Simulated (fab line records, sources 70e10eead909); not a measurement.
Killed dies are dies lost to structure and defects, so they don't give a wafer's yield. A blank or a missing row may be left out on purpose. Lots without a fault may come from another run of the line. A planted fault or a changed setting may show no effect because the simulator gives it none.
A struck lot beside a sound one | flow nand_harc | 43 steps out of a route of 1302
Sound: wafers L640.1, L640.4, L640.5. Struck: wafers L657.3, L657.6. (L657.5 of the same lot was not struck and is left out.) The cause comes at the end.
At each step with rows: each side's tool, then ch and its chambers, then its first start. Under that, the readings that differ: sound wafers | struck wafers | difference of the means | sigmas: that difference in standard deviations of wafers without a fault.
alike: readings whose means differ by less than 2 such deviations, and words and numbers that are the same on both sides. not compared: withheld readings, readings that some wafer has no value for, bounds like >300 that may hide the same value, and numbers for which the record gives no deviation and whose values overlap.
The two part at a step that has a row with sigmas, a row that says differs or no value, or rows on one side only. Numbers that don't overlap but have no deviation are shown without sigmas and don't part them. A reading that every wafer of one side lacks parts them only if that side has two wafers or more.

first, 8 steps without rows for these wafers: NHARC_A_CONTACT_COAT_61 (time 75 s); NHARC_A_CONTACT_COAT_62 (time 65 s); NHARC_A_CONTACT_COAT_63 (resist thk 90 nm); NHARC_A_CONTACT_SOFTBAKE_64 (time 55 s); NHARC_A_CONTACT_EBR_65; NHARC_A_CONTACT_EXPOSE_66 (exposes mask A CC 2); NHARC_A_CONTACT_PEB_67 (peb time 65 s); NHARC_A_CONTACT_DEVELOP_68 (develop time 35 s).
NHARC_A_CONTACT_CD_MEAS_69: target cd 300 nm.
  sound on cd_sem-03 ch 0, day 22 06:33; struck on cd_sem-01 ch 0, day 29 16:44
  alike: cd_nm
NHARC_A_CONTACT_OVL_MEAS_70:
  sound on overlay-01, day 22 06:38; struck on overlay-02, day 29 16:49
  alike: overlay_x_nm, overlay_y_nm
NHARC_A_CONTACT_INSPECT_71:
  sound on defect_inspect-02, day 22 06:41; struck on defect_inspect-01, day 29 16:51
  alike: raw_defect_count
NHARC_A_CONTACT_DESCUM_74: chemistry O2, time 3 s.
  sound on rie_diel-02 ch 1,3, day 22 06:45; struck on rie_diel-02 ch 1,2, day 29 16:56
  alike: drypump_motor_current_A, oes_product_au, rf_vpp_V, showerhead_plenum_p_Torr, throttle_valve_pct
  not compared: rf_hours_counter_h
NHARC_A_CONTACT_ETCH_75: etches the open film in CF4, target depth 39 nm, time 65 s.
  sound on rie_diel-02 ch 0,2, day 22 06:50; struck on rie_diel-02 ch 1, day 29 16:59
  alike: bias_w, drypump_motor_current_A, oes_product_au, rf_vpp_V, showerhead_plenum_p_Torr, throttle_valve_pct
  not compared: rf_hours_counter_h
then, 9 steps without rows for these wafers: NHARC_A_CONTACT_ETCH_76 (etches the open film in N2/H2, target depth 260 nm, time 475.3 s); NHARC_A_CONTACT_ETCH_77 (etches the open film in CF4/CHF3, target depth 108.9 nm, time 54.5 s); NHARC_A_CONTACT_ETCH_78 (etches the open film in O2/COS, target depth 5300 nm, time 1378 s); NHARC_A_CONTACT_ETCH_124 (etches the open film in C4F8/O2/Ar, time 140 s, target depth 700 nm); NHARC_A_CONTACT_ETCH_125 (etches the open film in C4F8/O2/Ar, time 197 s, target depth 1918 nm); NHARC_A_CONTACT_ETCH_126 (etches the open film in C4F8/O2/Ar, time 197 s, target depth 1918 nm); NHARC_A_CONTACT_ETCH_127 (etches the open film in C4F8/O2/Ar, time 197 s, target depth 1918 nm); NHARC_A_CONTACT_ETCH_128 (etches the open film in C4F8/O2/Ar, time 197 s, target depth 1918 nm); NHARC_A_CONTACT_ETCH_129 (etches the open film in C4F8/O2/Ar, time 197 s, target depth 1918 nm).
NHARC_A_CONTACT_ETCH_130: etches the open film in C4F8/O2/Ar, time 197 s, target depth 1918 nm.
  sound on har_cap_etch-03 ch 0,1, day 22 09:23; struck on har_cap_etch-02 ch 0, day 29 19:38
  not compared: rf_hours_counter_h
then, 3 steps without rows for these wafers: NHARC_A_CONTACT_ETCH_131 (etches the open film in C4F8/O2/Ar, time 197 s, target depth 1918 nm); NHARC_A_CONTACT_ETCH_132 (etches the open film in C4F8/O2/Ar, time 197 s, target depth 1924 nm); NHARC_A_CONTACT_ETCH_133 (etches the open film in C4F8/O2/Ar, time 374 s, target depth 1610 nm).
NHARC_A_CONTACT_ETCH_91: etches the open film in CH3F/O2, target depth 40 nm, time 85.7 s.
  sound on rie_diel-02 ch 2,3, day 22 10:42; struck on rie_diel-02 ch 1,3, day 29 20:53
  alike: bias_w, drypump_motor_current_A, oes_product_au, rf_vpp_V, showerhead_plenum_p_Torr, throttle_valve_pct
  not compared: rf_hours_counter_h
then, 1 step without rows for these wafers: NHARC_A_CONTACT_ETCH_97 (etches the open film in C4F6/O2, target depth 20 nm, time 10 s).
NHARC_A_CONTACT_CD_MEAS_80:
  sound on cd_sem-02, day 22 10:55; struck on cd_sem-03, day 29 21:05
  alike: cd_nm
then, 6 steps without rows for these wafers: NHARC_A_CONTACT_STRIP_103 (strips in N2/H2); NHARC_A_CONTACT_STRIP_104 (strips in CF4/CHF3); NHARC_A_CONTACT_STRIP_105 (strips in O2/COS); NHARC_A_CONTACT_ETCH_106 (etches the open film in CF4/O2, target depth 90 nm, overetch 9 nm, time 49.5 s); NHARC_A_CONTACT_STRIP_82 (strips in O2); NHARC_A_CONTACT_STRIP_83 (strips in post etch residue remover, time 600 s).
NHARC_A_CONTACT_DEP_84: deposits aC, target thk 2800 nm.
  sound on acl_dep-03 ch 0, day 22 12:21; struck on acl_dep-01 ch 0, day 29 22:37
  alike: throttle_valve_pct
NHARC_A_CONTACT_DEP_85: deposits SiON, target thk 60 nm.
  sound on pecvd-01 ch 1,2, day 22 14:08; struck on pecvd-01 ch 0,1, day 29 23:49
  alike: heater_power_w
then, 5 steps without rows for these wafers: NHARC_A_CONTACT_DEHYDRATE_00 (time 120 s); NHARC_A_CONTACT_HMDS_01 (time 30 s); NHARC_A_CONTACT_COAT_86 (time 75 s); NHARC_A_CONTACT_COAT_87 (time 65 s); NHARC_A_CONTACT_COAT_02 (resist thk 90 nm).
-- the record jumps here: 2 days lie between the struck wafers' starts before and after (it left off in module A_CONTACT and takes up again in module END, whose first step shown is number 1302 of the route) --
NHARC_END_SORT_01:
  the record has rows for the struck wafers here (prober-01 ch 0, day 32 03:59) and none for the sound ones

WHERE THEY PART
Only at NHARC_END_SORT_01, within this record.

WHY: what the simulator had put in
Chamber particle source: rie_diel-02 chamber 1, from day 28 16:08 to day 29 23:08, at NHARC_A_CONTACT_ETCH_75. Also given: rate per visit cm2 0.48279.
